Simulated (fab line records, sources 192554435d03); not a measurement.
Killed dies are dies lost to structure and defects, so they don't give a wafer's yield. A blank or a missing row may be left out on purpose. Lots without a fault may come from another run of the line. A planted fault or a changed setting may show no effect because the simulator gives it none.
fab line records | flow n5_finfet
record lots=24 wafers=72 last_day=18
route steps=1938 shown BEOL_M1@792 BEOL_M2@841
lots that met no fault: from a run of the same line without faults
start_h: hours from the record's first day to the start of the lot's first wafer shown | wait_h: hours since the lot's step before | " the same as in the row above | L1.1+2: a row that stands for several wafers | - no value, or no start given | * or withheld: withheld | < > ~ a bound
route shown NAME@n: a module of which the file shows steps, and the number in the route of the first | usual: mean/standard deviation of fault-free wafers | same: alike in all rows | chamber/n: place in a boat | sites: the reading at each site | _std_site: their standard deviation | _edge_site: outer sites' mean less inner sites' | radius_mm: how far each site lies from the wafer's centre | mask NAME#n: copy n | behind: the tool/chamber that last shaped the wafer | hold: why the lot was held/for how many hours/how that ended | device: the transistor (n, p or np) that didn't switch | end of line: the same wafers' tests at the end of the route | a step without rows: its recipe alone | killed: dies lost to structure and defects at the first sort, not the wafer's yield | map: a wafer's dies, x killed, . not, _ none there
set.NAME: the setting as run; set.NAME@STEP: as run at that earlier step | model.NAME: the simulator's own value behind a step, which no gauge read
steps of the route over a sample of lots; a table a step, a row a wafer
services: from which hour (start_h, from the record's first day; less than 0 if before it) a tool's chamber was out of use, for how many hours, and why
## steps
# step N5_BEOL_M1_ALD_98
# recipe material=SiO2 target_thk_a=25 temp_c=100 ald_precursor_family=BDEAS ald_co_reactant=O2-plasma pulse_time_s=1 co_reactant_pulse_time_s=1 purge_time_s=2 co_reactant_purge_time_s=2 ald_cycles=17 pressure_torr=2
# usual heater_power_w=80/8.9 precursor_pulse_height_rel=1.002/0.021
# same ald_cycles=17 co_reactant_purge_time_s=2
# columns lot.wafer tool chamber start_h wait_h heater_power_w precursor_pulse_height_rel
L074.3 ald_sin-02 0 121.95 0.1 69 1.032
L074.5 " 2 " " 81 1.038
L074.6 " 3 " " 79 0.988
L075.2 ald_sin-03 1 127.15 0.1 68 0.985
L075.4 " 3 " " 63 0.999
L075.6 " 0 " " 88 0.957
L076.1 ald_sin-02 0 131.73 0.1 67 0.994
L076.4 " 3 " " 79 1.012
L076.5 " 2 " " 82 0.983
L077.1 ald_sin-04 3 139.18 0.1 77 1.029
L077.4 " 0 " " 88 1.019
L077.6 " 0 " " 88 1.013
L078.1 ald_sin-04 0 147.29 0.1 87 0.968
L078.5 " 3 " " 75 0.983
L078.6 " 2 " " 79 0.996
L079.1 ald_sin-03 2 152.36 0.1 95 0.972
L079.2 " 1 " " 68 0.977
L079.3 " 3 " " 62 1.019
L080.1 ald_sin-04 0 158.84 0.1 88 0.983
L080.3 " 1 " " 92 1.009
L080.6 " 0 " " 86 0.991
L081.1 ald_sin-02 1 170.51 0.1 79 1.013
L081.2 " 0 " " 70 0.998
L081.5 " 0 " " 68 1.016
L082.3 ald_sin-03 3 172.75 0.2 64 1.017
L082.4 " 2 " " 94 1.029
L082.6 " 1 " " 68 1.015
L083.2 ald_sin-02 1 179.15 0.1 76 0.954
L083.4 " 0 " " 67 0.998
L083.6 " 1 " " 79 1.014
L084.2 ald_sin-02 2 179.64 0.1 80 0.990
L084.3 " 0 " " 70 0.984
L084.4 " 3 " " 82 1.005
L086.2 ald_sin-02 3 196.09 0.1 82 0.964
L086.3 " 2 " " 82 1.019
L086.5 " 3 " " 83 0.981
L085.1 ald_sin-02 3 196.36 0.1 81 1.029
L085.2 " 0 " " 68 0.986
L085.5 " 3 " " 80 1.012
L087.1 ald_sin-03 1 200.86 0.1 68 1.042
L087.4 " 3 " " 64 1.005
L087.5 " 1 " " 69 0.991
L088.2 ald_sin-03 1 208.12 0.2 67 1.002
L088.4 " 3 " " 64 1.011
L088.5 " 0 " " 89 1.002
L089.1 ald_sin-04 0 215.13 0.1 83 1.008
L089.5 " 1 " " 89 1.004
L089.6 " 0 " " 84 0.974
L090.3 ald_sin-04 2 221.98 0.1 79 1.008
L090.4 " 2 " " 79 1.037
L090.6 " 3 " " 80 0.986
L091.1 ald_sin-02 3 223.22 0.1 80 1.012
L091.5 " 0 " " 68 1.025
L091.6 " 3 " " 81 0.995
L092.1 ald_sin-03 2 235.87 0.1 94 0.973
L092.3 " 1 " " 69 1.002
L092.4 " 0 " " 87 0.996
L093.1 ald_sin-02 3 236.59 0.1 82 1.006
L093.4 " 2 " " 81 0.992
L093.6 " 2 " " 80 0.988
L094.2 ald_sin-04 3 242.87 0.1 78 0.982
L094.4 " 0 " " 84 0.994
L094.5 " 3 " " 81 1.048
L095.3 ald_sin-02 1 253.71 0.1 79 0.991
L095.5 " 1 " " 79 1.007
L095.6 " 0 " " 68 0.977
L096.1 ald_sin-04 3 258.35 0.1 80 1.000
L096.4 " 1 " " 92 1.010
L096.5 " 1 " " 91 0.987
L097.1 ald_sin-03 1 268.60 0.3 70 0.976
L097.5 " 2 " " 96 1.022
L097.6 " 3 " " 61 0.995
# step N5_BEOL_M1_ETCH_70
# recipe chemistry=N2/H2 target=SOC target_depth_a=800 overetch_a=160 mask_material=SiARC temp_c=40 time_s=120 ion_energy_ev=200 pressure_mtorr=30 source_w=840 bias_w=150 n2_flow_sccm=200 h2_flow_sccm=200
# usual drypump_motor_current_A=5.8/0.49 h2_flow_sccm=200.1/0.64 n2_flow_sccm=200.1/0.63 oes_product_au=0.58/0.06 rf_vpp_V=523.5/2.7 showerhead_plenum_p_Torr=2.52/0.088 throttle_valve_pct=17.8/0.3
# columns lot.wafer tool chamber start_h wait_h drypump_motor_current_A h2_flow_sccm n2_flow_sccm oes_product_au rf_hours_counter_h rf_vpp_V showerhead_plenum_p_Torr throttle_valve_pct
L074.3 rie_diel-03 3 124.54 0.0 5.1 200.1 200.1 0.56 183 522.2 2.54 18.1
L074.5 " 0 " " 5.6 200.0 199.8 0.56 - 526.1 2.63 18.2
L074.6 " 3 " " 5.0 200.2 200.4 0.56 - 524.1 2.54 18.1
L075.2 rie_diel-01 0 127.68 0.0 5.5 200.6 199.7 0.70 12 525.1 2.59 17.4
L075.4 " 1 " " 6.6 199.1 200.4 0.54 209 521.1 2.41 17.5
L075.6 " 0 " " 5.6 200.0 199.9 0.71 - 526.6 2.59 17.4
L076.1 rie_diel-02 3 132.22 0.0 5.5 200.1 200.6 0.70 31 528.0 2.67 17.4
L076.4 " 1 " " 6.2 200.2 198.8 0.56 177 523.5 2.54 17.8
L076.5 " 1 " " 6.3 200.1 200.0 0.57 - 523.1 2.54 17.8
L077.1 rie_diel-01 0 144.29 0.0 5.5 198.9 200.9 0.69 16 526.1 2.59 17.4
L077.4 " 1 " " 6.6 200.7 200.4 0.53 213 521.5 2.40 17.5
L077.6 " 1 " " 6.6 200.9 200.3 0.54 - 520.9 2.40 17.5
L078.1 rie_diel-02 1 150.28 0.0 6.2 200.8 200.2 0.56 184 524.6 2.54 17.8
L078.5 " 0 " " 5.3 200.4 199.8 0.67 - 520.3 2.49 17.7
L078.6 " 3 " " 5.5 199.7 200.2 0.68 - 527.7 2.66 17.4
L079.1 rie_diel-02 1 153.29 0.0 6.2 199.0 199.8 0.56 185 524.1 2.53 17.8
L079.2 " 3 " " 5.6 198.9 199.5 0.68 38 528.0 2.66 17.4
L079.3 " 0 " " 5.3 200.2 200.0 0.66 29 522.5 2.49 17.7
L080.1 rie_diel-01 3 169.12 0.0 6.6 199.5 201.6 0.55 165 525.8 2.65 18.1
L080.3 " 1 " " 6.6 199.7 199.2 0.53 220 520.9 2.40 17.5
L080.6 " 1 " " 6.6 200.0 199.3 0.53 - 519.1 2.40 17.5
L081.1 rie_diel-01 0 172.98 0.0 5.5 200.3 199.7 0.68 25 525.5 2.58 17.4
L081.2 " 1 " " 6.6 200.6 199.1 0.54 222 518.8 2.40 17.5
L081.5 " 1 " " 6.6 200.1 199.3 0.53 - 520.0 2.40 17.5
L082.3 rie_diel-02 3 174.26 0.0 5.5 198.9 200.0 0.68 44 528.9 2.66 17.4
L082.4 " 0 " " 5.2 200.7 200.4 0.65 34 522.2 2.48 17.7
L082.6 " 2 " " 5.6 200.8 200.0 0.55 - 517.9 2.41 17.8
L083.2 rie_diel-02 2 179.31 0.0 5.6 200.7 199.9 0.55 219 519.0 2.41 17.8
L083.4 " 0 " " 5.3 200.1 200.2 0.65 36 523.3 2.48 17.7
L083.6 " 2 " " 5.6 200.7 199.7 0.55 - 520.9 2.41 17.8
L084.2 rie_diel-01 3 179.79 0.0 6.6 200.6 201.4 0.55 168 525.5 2.65 18.1
L084.3 " 0 " " 5.6 201.3 200.7 0.68 26 524.7 2.58 17.4
L084.4 " 2 " " 5.7 200.4 199.8 0.54 234 524.0 2.48 18.1
L086.2 rie_diel-03 0 198.68 0.0 5.7 200.1 200.4 0.55 227 525.6 2.62 18.2
L086.3 " 2 " " 5.3 200.4 200.9 0.53 234 525.9 2.59 17.9
L086.5 " 2 " " 5.3 199.2 200.6 0.53 - 525.7 2.59 17.9
L085.1 rie_diel-02 0 204.13 0.0 5.3 200.4 200.1 0.65 44 521.6 2.48 17.7
L085.2 " 1 " " 6.2 200.1 200.9 0.56 198 523.5 2.53 17.9
L085.5 " 1 " " 6.3 200.6 200.1 0.56 - 523.6 2.53 17.9
L087.1 rie_diel-03 2 205.37 0.0 5.3 198.7 201.0 0.53 236 525.7 2.59 17.9
L087.4 " 1 " " 5.7 199.6 200.3 0.56 190 519.3 2.44 18.2
L087.5 " 0 " " 5.6 200.4 200.3 0.55 - 524.8 2.62 18.2
L088.2 rie_diel-03 0 208.63 0.0 5.6 200.3 199.9 0.55 229 526.3 2.61 18.2
L088.4 " 2 " " 5.3 200.4 199.4 0.53 238 525.2 2.59 17.9
L088.5 " 0 " " 5.6 199.9 199.9 0.55 - 526.7 2.62 18.3
L089.1 rie_diel-03 3 216.31 0.0 5.1 200.9 198.3 0.55 211 523.0 2.53 18.1
L089.5 " 3 " " 5.1 200.8 200.7 0.55 - 521.7 2.53 18.1
L089.6 " 2 " " 5.3 201.2 200.2 0.53 - 526.2 2.59 17.9
L090.3 rie_diel-01 0 222.18 0.0 5.6 199.7 200.7 0.67 42 525.7 2.58 17.4
L090.4 " 1 " " 6.6 200.8 199.6 0.53 - 520.0 2.39 17.6
L090.6 " 0 " " 5.6 200.1 200.9 0.66 - 524.7 2.58 17.4
L091.1 rie_diel-01 1 230.70 0.0 6.6 200.5 200.3 0.52 243 520.4 2.39 17.6
L091.5 " 1 " " 6.6 200.3 199.3 0.52 - 520.5 2.39 17.6
L091.6 " 0 " " 5.6 200.7 199.7 0.66 - 525.4 2.57 17.4
L092.1 rie_diel-02 0 236.03 0.0 5.3 199.8 199.5 0.64 48 521.7 2.48 17.7
L092.3 " 1 " " 6.3 199.4 200.2 0.55 205 523.4 2.53 17.9
L092.4 " 2 " " 5.6 200.5 199.7 0.54 232 519.3 2.40 17.9
L093.1 rie_diel-01 1 236.77 0.0 6.6 201.2 200.3 0.53 244 520.6 2.39 17.6
L093.4 " 3 " " 6.6 200.7 200.9 0.55 186 526.2 2.64 18.2
L093.6 " 0 " " 5.5 200.1 199.9 0.66 - 523.7 2.57 17.4
L094.2 rie_diel-03 3 247.07 0.0 5.1 199.0 200.9 0.55 221 522.6 2.52 18.1
L094.4 " 0 " " 5.6 199.2 200.0 0.54 - 525.8 2.61 18.3
L094.5 " 1 " " 5.7 200.3 199.7 0.56 - 519.8 2.43 18.2
L095.3 rie_diel-01 0 257.40 0.0 5.6 200.9 199.8 0.65 56 526.6 2.57 17.5
L095.5 " 0 " " 5.6 200.6 200.7 0.64 - 524.7 2.57 17.5
L095.6 " 3 " " 6.6 200.0 200.3 0.54 - 526.8 2.64 18.2
L096.1 rie_diel-03 0 261.94 0.0 5.6 199.5 199.1 0.54 248 524.8 2.61 18.3
L096.4 " 1 " " 5.7 199.4 200.5 0.55 210 522.6 2.43 18.2
L096.5 " 1 " " 5.7 199.8 200.1 0.55 - 519.2 2.43 18.2
L097.1 rie_diel-02 0 271.24 0.0 5.3 199.1 200.2 0.62 59 522.1 2.47 17.7
L097.5 " 2 " " 5.6 201.0 200.5 0.54 - 518.7 2.40 17.9
L097.6 " 1 " " 6.2 200.0 199.9 0.55 - 524.6 2.52 17.9
# step N5_BEOL_M1_SPUTTER_94
# recipe material=Cu target_thk_a=45 temp_c=-20 chamber_pressure_pa=0.07 power_w=withheld time_s=8.29
# usual throttle_valve_pct=29.7/0.93
# columns lot.wafer tool chamber start_h wait_h throttle_valve_pct
L074.3 pvd_sputter-02 - 127.98 0.1 28.7
L074.5 " - " " 29.7
L074.6 " - " " 28.3
L075.2 pvd_sputter-01 - 130.76 0.1 30.2
L075.4 " - " " 30.4
L075.6 " - " " 29.2
L076.1 pvd_sputter-01 - 136.76 0.1 29.5
L076.4 " - " " 30.4
L076.5 " - " " 30.2
L077.1 pvd_sputter-03 - 147.41 0.1 29.0
L077.4 " - " " 30.1
L077.6 " - " " 29.0
L078.1 pvd_sputter-02 - 153.26 0.1 30.0
L078.5 " - " " 31.2
L078.6 " - " " 28.2
L079.1 pvd_sputter-03 - 156.48 0.1 29.8
L079.2 " - " " 28.8
L079.3 " - " " 30.8
L080.1 pvd_sputter-01 - 172.89 0.1 30.4
L080.3 " - " " 29.6
L080.6 " - " " 30.0
L081.1 pvd_sputter-02 - 176.32 0.1 29.9
L081.2 " - " " 28.5
L081.5 " - " " 28.0
L082.3 pvd_sputter-03 - 177.49 0.1 31.2
L082.4 " - " " 29.0
L082.6 " - " " 29.0
L083.2 pvd_sputter-01 - 181.96 0.1 30.5
L083.4 " - " " 30.4
L083.6 " - " " 29.2
L084.2 pvd_sputter-03 - 182.59 0.1 31.4
L084.3 " - " " 28.8
L084.4 " - " " 30.0
L086.2 pvd_sputter-01 - 201.77 0.1 29.8
L086.3 " - " " 30.2
L086.5 " - " " 29.5
L085.1 pvd_sputter-02 - 207.49 0.1 30.0
L085.2 " - " " 27.9
L085.5 " - " " 28.0
L087.1 pvd_sputter-01 - 208.41 0.1 29.6
L087.4 " - " " 30.5
L087.5 " - " " 28.9
L088.2 pvd_sputter-02 - 213.37 0.1 31.2
L088.4 " - " " 28.0
L088.5 " - " " 29.9
L089.1 pvd_sputter-02 - 219.14 0.1 30.0
L089.5 " - " " 29.8
L089.6 " - " " 28.7
L090.3 pvd_sputter-03 - 225.17 0.1 31.2
L090.4 " - " " 30.2
L090.6 " - " " 31.3
L091.1 pvd_sputter-01 - 233.93 0.1 30.1
L091.5 " - " " 30.2
L091.6 " - " " 29.4
L093.1 pvd_sputter-03 - 239.65 0.1 28.6
L093.4 " - " " 31.3
L093.6 " - " " 28.5
L092.1 pvd_sputter-02 - 239.89 0.1 28.3
L092.3 " - " " 28.3
L092.4 " - " " 30.2
L094.2 pvd_sputter-01 - 250.31 0.1 30.7
L094.4 " - " " 29.4
L094.5 " - " " 29.2
L095.3 pvd_sputter-01 - 260.77 0.1 30.1
L095.5 " - " " 30.5
L095.6 " - " " 30.5
L096.1 pvd_sputter-01 - 265.32 0.1 29.3
L096.4 " - " " 30.1
L096.5 " - " " 30.5
L097.1 pvd_sputter-01 - 276.88 0.1 29.5
L097.5 " - " " 29.2
L097.6 " - " " 29.4
# step N5_BEOL_M1_THK_MEAS_53
# recipe thk_meas_gauge=xrf reads=Cu_of_BEOL_M1_ECD_50
# usual M1_THK=40.9/1.9
# columns lot.wafer tool chamber start_h wait_h M1_THK[nm]
L074.3 film_metro-01 - 128.99 - 37.3
L074.5 " - " " 41.9
L074.6 " - " " 45.0
L075.2 film_metro-01 - 131.77 - 44.7
L075.4 " - " " 41.3
L075.6 " - " " 41.6
L076.1 film_metro-02 - 137.77 - 43.2
L076.4 " - " " 40.7
L076.5 " - " " 40.4
L077.1 film_metro-01 - 148.42 - 39.0
L077.4 " - " " 42.0
L077.6 " - " " 41.5
L078.1 film_metro-02 - 154.27 - 37.6
L078.5 " - " " 40.2
L078.6 " - " " 39.3
L079.1 film_metro-01 - 157.49 - 41.1
L079.2 " - " " 39.1
L079.3 " - " " 41.9
L080.1 film_metro-02 - 173.90 - 40.7
L080.3 " - " " 38.0
L080.6 " - " " 41.9
L081.1 film_metro-01 - 177.33 - 40.0
L081.2 " - " " 41.9
L081.5 " - " " 42.6
L082.3 film_metro-01 - 178.50 - 41.2
L082.4 " - " " 41.4
L082.6 " - " " 40.7
L083.2 film_metro-02 - 182.97 - 43.0
L083.4 " - " " 41.6
L083.6 " - " " 40.6
L084.2 film_metro-02 - 183.62 - 41.1
L084.3 " - " " 37.3
L084.4 " - " " 39.8
L086.2 film_metro-02 - 202.77 - 39.1
L086.3 " - " " 39.9
L086.5 " - " " 41.3
L085.1 film_metro-01 - 208.50 - 42.0
L085.2 " - " " 41.7
L085.5 " - " " 43.7
L087.1 film_metro-01 - 209.42 - 39.4
L087.4 " - " " 40.9
L087.5 " - " " 40.0
L088.2 film_metro-02 - 214.38 - 40.8
L088.4 " - " " 38.2
L088.5 " - " " 39.6
L089.1 film_metro-02 - 220.15 - 37.6
L089.5 " - " " 39.1
L089.6 " - " " 39.9
L090.3 film_metro-02 - 226.18 - 39.2
L090.4 " - " " 39.6
L090.6 " - " " 41.4
L091.1 film_metro-01 - 234.93 - 41.9
L091.5 " - " " 43.8
L091.6 " - " " 42.4
L093.1 film_metro-01 - 240.66 - 40.8
L093.4 " - " " 41.8
L093.6 " - " " 44.9
L092.1 film_metro-01 - 240.93 - 41.5
L092.3 " - " " 40.6
L092.4 " - " " 40.3
L094.2 film_metro-01 - 251.32 - 40.6
L094.4 " - " " 39.2
L094.5 " - " " 39.9
L095.3 film_metro-01 - 262.03 - 42.1
L095.5 " - " " 43.4
L095.6 " - " " 41.6
L096.1 film_metro-02 - 266.33 - 38.6
L096.4 " - " " 41.8
L096.5 " - " " 41.7
L097.1 film_metro-01 - 277.89 - 38.6
L097.5 " - " " 40.4
L097.6 " - " " 39.4
# step N5_BEOL_M1_RS_MEAS_58
# recipe thk_meas_gauge=four-point-probe reads=Co_of_BEOL_M1_CO_CAP_55+Cu_of_BEOL_M1_ECD_50+Co_of_BEOL_M1_CVD_47+TaN_of_BEOL_M1_ALD_84
# usual M1_RS=0.66/0.038
# columns lot.wafer tool chamber start_h wait_h M1_RS[ohm/sq]
L074.3 film_metro-02 - 129.36 0.1 0.75
L074.5 " - " " 0.64
L074.6 " - " " 0.59
L075.2 film_metro-01 - 132.04 0.1 0.60
L075.4 " - " " 0.66
L075.6 " - " " 0.65
L076.1 film_metro-02 - 138.03 0.0 0.61
L076.4 " - " " 0.66
L076.5 " - " " 0.67
L077.1 film_metro-01 - 148.68 0.0 0.70
L077.4 " - " " 0.63
L077.6 " - " " 0.64
L078.1 film_metro-01 - 154.58 0.0 0.72
L078.5 " - " " 0.67
L078.6 " - " " 0.69
L079.1 film_metro-02 - 157.76 0.0 0.66
L079.2 " - " " 0.70
L079.3 " - " " 0.64
L080.1 film_metro-02 - 174.16 0.0 0.66
L080.3 " - " " 0.72
L080.6 " - " " 0.64
L081.1 film_metro-02 - 177.59 0.0 0.67
L081.2 " - " " 0.63
L081.5 " - " " 0.62
L082.3 film_metro-02 - 178.83 0.1 0.66
L082.4 " - " " 0.65
L082.6 " - " " 0.67
L083.2 film_metro-01 - 183.23 0.1 0.61
L083.4 " - " " 0.64
L083.6 " - " " 0.66
L084.2 film_metro-02 - 183.88 0.1 0.66
L084.3 " - " " 0.74
L084.4 " - " " 0.68
L086.2 film_metro-02 - 203.03 0.1 0.69
L086.3 " - " " 0.67
L086.5 " - " " 0.65
L085.1 film_metro-01 - 208.79 0.1 0.64
L085.2 " - " " 0.64
L085.5 " - " " 0.60
L087.1 film_metro-01 - 209.71 0.1 0.69
L087.4 " - " " 0.66
L087.5 " - " " 0.68
L088.2 film_metro-01 - 214.64 0.1 0.66
L088.4 " - " " 0.71
L088.5 " - " " 0.68
L089.1 film_metro-01 - 220.41 0.0 0.74
L089.5 " - " " 0.70
L089.6 " - " " 0.68
L090.3 film_metro-01 - 226.44 0.1 0.70
L090.4 " - " " 0.69
L090.6 " - " " 0.65
L091.1 film_metro-02 - 235.19 0.0 0.64
L091.5 " - " " 0.61
L091.6 " - " " 0.63
L093.1 film_metro-01 - 240.92 0.0 0.67
L093.4 " - " " 0.65
L093.6 " - " " 0.59
L092.1 film_metro-01 - 241.19 0.0 0.65
L092.3 " - " " 0.67
L092.4 " - " " 0.67
L094.2 film_metro-02 - 251.64 0.1 0.67
L094.4 " - " " 0.70
L094.5 " - " " 0.68
L095.3 film_metro-01 - 262.52 0.1 0.64
L095.5 " - " " 0.62
L095.6 " - " " 0.65
L096.1 film_metro-01 - 266.59 0.0 0.71
L096.4 " - " " 0.64
L096.5 " - " " 0.64
L097.1 film_metro-02 - 278.15 0.0 0.70
L097.5 " - " " 0.66
L097.6 " - " " 0.69
# step N5_BEOL_M2_ILD_DEP_00
# recipe material=SiOC target_thk_a=790 temp_c=350 precursor=DEMS/O2 pressure_torr=5 rf_w=500 time_s=15.3
# usual heater_power_w=506/91 showerhead_plenum_p_Torr=5.685/0.013 throttle_valve_pct=11.9/0.78
# columns lot.wafer tool chamber start_h wait_h heater_power_w showerhead_plenum_p_Torr throttle_valve_pct
L074.3 pecvd-04 0 129.42 0.0 488 5.670 13.7
L074.5 " 0 " " 478 5.679 13.9
L074.6 " 2 " " 497 5.691 11.2
L075.2 pecvd-01 0 132.10 0.0 448 5.680 11.6
L075.4 " 1 " " 529 5.684 12.1
L075.6 " 2 " " 705 5.672 12.1
L076.1 pecvd-04 0 138.09 0.0 532 5.674 13.7
L076.4 " 2 " " 484 5.693 11.1
L076.5 " 1 " " 440 5.712 11.3
L077.1 pecvd-01 0 148.74 0.0 450 5.670 11.5
L077.4 " 2 " " 649 5.693 12.1
L077.6 " 0 " " 460 5.672 11.4
L078.1 pecvd-01 0 154.64 0.0 464 5.673 11.4
L078.5 " 2 " " 738 5.687 12.2
L078.6 " 0 " " 468 5.673 11.7
L079.1 pecvd-04 1 157.82 0.0 460 5.698 11.0
L079.2 " 0 " " 445 5.688 13.8
L079.3 " 2 " " 539 5.695 11.1
L080.1 pecvd-01 2 174.22 0.0 693 5.690 12.0
L080.3 " 1 " " 535 5.676 11.9
L080.6 " 1 " " 536 5.665 12.2
L081.1 pecvd-01 0 177.65 0.0 434 5.668 11.1
L081.2 " 1 " " 468 5.663 12.2
L081.5 " 1 " " 495 5.660 12.2
L082.3 pecvd-01 2 178.89 0.0 729 5.663 12.2
L082.4 " 1 " " 570 5.673 12.1
L082.6 " 0 " " 465 5.690 11.2
L083.2 pecvd-04 0 183.29 0.0 520 5.671 13.7
L083.4 " 1 " " 414 5.704 11.0
L083.6 " 2 " " 526 5.682 11.3
L084.2 pecvd-01 2 183.94 0.0 628 5.686 12.2
L084.3 " 0 " " 400 5.680 11.5
L084.4 " 2 " " 646 5.680 12.2
L086.2 pecvd-02 0 203.10 0.0 396 5.715 12.3
L086.3 " 1 " " 385 5.679 12.1
L086.5 " 0 " " 397 5.708 12.2
L085.1 pecvd-04 2 208.85 0.0 517 5.707 11.4
L085.2 " 0 " " 497 5.692 13.8
L085.5 " 0 " " 512 5.677 13.7
L087.1 pecvd-01 1 209.77 0.0 537 5.670 12.1
L087.4 " 0 " " 454 5.678 11.5
L087.5 " 0 " " 456 5.679 11.5
L088.2 pecvd-01 0 214.70 0.0 418 5.677 11.4
L088.4 " 0 " " 427 5.695 11.6
L088.5 " 0 " " 443 5.679 11.6
L089.1 pecvd-04 2 220.48 0.0 541 5.697 11.2
L089.5 " 1 " " 377 5.695 11.3
L089.6 " 2 " " 537 5.681 11.5
L090.3 pecvd-02 1 226.52 0.1 459 5.691 11.9
L090.4 " 0 " " 471 5.702 12.2
L090.6 " 0 " " 469 5.713 12.4
L091.1 pecvd-04 2 235.26 0.0 557 5.676 11.2
L091.5 " 1 " " 422 5.687 11.1
L091.6 " 0 " " 481 5.687 13.7
L093.1 pecvd-01 0 241.00 0.1 416 5.669 11.1
L093.4 " 2 " " 752 5.692 11.8
L093.6 " 0 " " 412 5.691 11.5
L092.1 pecvd-04 2 241.25 0.0 485 5.697 11.3
L092.3 " 0 " " 505 5.689 13.7
L092.4 " 1 " " 411 5.702 11.2
L094.2 pecvd-01 0 251.70 0.0 445 5.671 11.3
L094.4 " 1 " " 544 5.674 12.3
L094.5 " 2 " " 660 5.670 12.2
L095.3 pecvd-04 2 262.58 0.0 538 5.690 11.3
L095.5 " 2 " " 548 5.702 11.3
L095.6 " 0 " " 502 5.676 13.6
L096.1 pecvd-02 0 266.65 0.0 462 5.712 12.6
L096.4 " 2 " " 414 5.694 10.7
L096.5 " 0 " " 384 5.706 12.6
L097.1 pecvd-01 0 278.21 0.0 482 5.684 11.6
L097.5 " 2 " " 702 5.684 12.0
L097.6 " 0 " " 467 5.688 11.6
## services
# columns tool chamber start_h hours kind
pvd_sputter-03 - 114.84 6.2 repair
pecvd-01 2 123.34 2.1 scheduled_down
pecvd-02 - 128.27 6.0 pm
ald_sin-02 2 161.86 7.6 repair
ald_sin-04 - 179.19 14.0 pm
pecvd-02 - 183.88 14.6 pm
pecvd-01 2 185.92 28.9 repair
ald_sin-02 3 202.23 16.0 repair
rie_diel-02 - 204.96 14.6 pm
pecvd-04 1 206.45 5.5 scheduled_down
rie_diel-01 3 218.89 5.0 repair
ald_sin-04 0 220.84 3.6 repair
rie_diel-02 0 225.17 5.2 repair
rie_diel-01 2 237.75 12.4 repair
ald_sin-04 - 241.78 0.4 repair
ald_sin-02 - 268.25 14.0 pm
ald_sin-02 0 268.25 14.0 vent_cycle
ald_sin-02 1 268.25 14.0 vent_cycle
ald_sin-02 2 268.25 14.0 vent_cycle
ald_sin-02 3 268.25 14.0 vent_cycle
ald_sin-03 - 270.82 1.1 repair
pecvd-02 - 271.91 2.8 pm
ald_sin-04 0 274.28 15.9 repair
pecvd-01 1 276.15 2.1 scheduled_down
## key
fault none
